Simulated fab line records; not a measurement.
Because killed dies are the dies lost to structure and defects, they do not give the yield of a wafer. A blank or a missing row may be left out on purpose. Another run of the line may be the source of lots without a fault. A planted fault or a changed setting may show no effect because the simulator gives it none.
One fault seen from 3 desks | flow n5-finfet | what lay behind the numbers comes last; until then each desk has only its own

## METROLOGY DESK
What the gauges read, lot by lot, whatever tool the lot ran on: means of the sampled wafers that have a number. A lot is out of limits, marked OUT, if its mean lies more than 4 standard deviations from the usual mean; the brackets give that distance. Shown here are 7 of its 12 readings, the ones lying furthest out on some lot.
Columns: A = cd-nm at N5_BEOL_M1_CD_MEAS_28, usual 23.89 nm; B = DIBL_N at N5_BEOL_M4_RC_MEAS_101, usual 36.1 mV/V; C = ION_P at N5_BEOL_M4_RC_MEAS_101, usual 462 uA/um; D = SS_N at N5_BEOL_M4_RC_MEAS_101, usual 71.6 mV/dec; E = SS_P at N5_BEOL_M4_RC_MEAS_101, usual 73.2 mV/dec; F = VT_N at N5_BEOL_M4_RC_MEAS_101, usual 251 mV; G = VT_P at N5_BEOL_M4_RC_MEAS_101, usual -252 mV
lot  | first seen here | A     | B    | C   | D    | E    | F   | G
L933 | day 6 10:44     | 24.04 | 37.2 | 461 | 72.4 | 73.8 | 252 | -252
L934 | day 6 11:28     | 24.17 | 37.0 | 456 | 71.8 | 72.8 | 252 | -253
L935 | day 6 19:43     | 23.79 | 35.7 | 460 | 71.6 | 73.2 | 248 | -252
L939 | day 8 01:27     | 23.92 | 36.0 | 471 | 71.4 | 72.6 | 250 | -250
L947 | day 9 21:44     | 23.66 | 37.0 | 449 | 72.4 | 73.9 | 252 | -259
L950 | day 10 22:23    | 23.68 | 38.6 | 461 | 72.6 | 74.5 | 247 | -250
Result from this desk: across the 6 lots, nothing is out of limits.

## THE DEFECT DESK
For each lot, the counts of the inspections along the route, averaged over the sampled wafers that have a number. A lot is out of limits, marked OUT, if its mean lies more than 4 standard deviations from the usual mean; the brackets give that distance.
Columns: A = raw-defect-count at N5_BEOL_M1_INSPECT_30, usual 397
lot  | first seen here | A
L933 | day 6 10:49     | 400
L934 | day 6 11:34     | 455
L935 | day 6 19:47     | 507
L939 | day 8 01:32     | 495
L947 | day 9 21:50     | 465
L950 | day 10 22:29    | 357
Result from this desk: across the 6 lots, nothing is out of limits.

## THE TOOL OWNER'S DESK: rie-diel-04
The tool's own readings at N5_BEOL_M1_VIA_ETCH_34 (etches the open film in C4F6/O2, target depth 67.8 nm, time 64.4 s): means of the sampled wafers that have a number, for each lot that ran on this tool. A lot is out of limits, marked OUT, if its mean lies more than 4 standard deviations from the usual mean; the brackets give that distance. Shown are 7 of the 9 readings it has, namely the first that went out of limits plus those furthest out on some lot.
Columns: A = mfc-ar-sccm at N5_BEOL_M1_VIA_ETCH_34, usual 299.9 sccm; B = oes-product-au at N5_BEOL_M1_VIA_ETCH_34, usual 0.79 a.u.; C = rf-fwd-power-W at N5_BEOL_M1_VIA_ETCH_34, usual 347.1 W; D = rf-vpp-V at N5_BEOL_M1_VIA_ETCH_34, usual 666 V; E = run-length-s at N5_BEOL_M1_VIA_ETCH_34, usual 87.8 s; F = showerhead-plenum-p-Torr at N5_BEOL_M1_VIA_ETCH_34, usual 2.85 Torr; G = throttle-valve-pct at N5_BEOL_M1_VIA_ETCH_34, usual 30.9 %
lot  | first seen here | A     | B    | C     | D   | E              | F    | G
L933 | day 6 17:24     | 299.7 | 0.73 | 348.2 | 670 | 87.6           | 2.85 | 30.9
L934 | day 6 17:46     | 299.6 | 0.75 | 345.7 | 673 | 82.7 (-14) OUT | 2.78 | 30.6
L935 | day 6 22:10     | 299.4 | 0.70 | 349.8 | 672 | 80.8 (-19) OUT | 2.93 | 31.2
This desk's verdict: out of limits on L934, L935, starting with L934 at day 6 17:46 (run-length-s at N5_BEOL_M1_VIA_ETCH_34). L933 stayed within limits.

## ALL TOGETHER
An alarm could have come from the tool owner's desk at day 6 17:46, on L934, L935.
At the metrology desk, nothing out of limits was observed.
The defect desk saw nothing out of limits.
The metrology desk has L934, L935 on record, within its limits.
The defect desk has L934, L935 on record, within its limits.
Of the lots named, all ran N5_BEOL_M1_VIA_ETCH_34 on rie-diel-04.

## WHAT THE SIMULATOR PUT IN
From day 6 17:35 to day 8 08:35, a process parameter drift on rie-diel-04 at N5_BEOL_M1_VIA_ETCH_34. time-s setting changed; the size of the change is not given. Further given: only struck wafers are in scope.
Lots struck among those shown: L934, L935.
Time in hours from fault onset to the first out-of-limits reading at each desk: the tool owner's desk, 0.
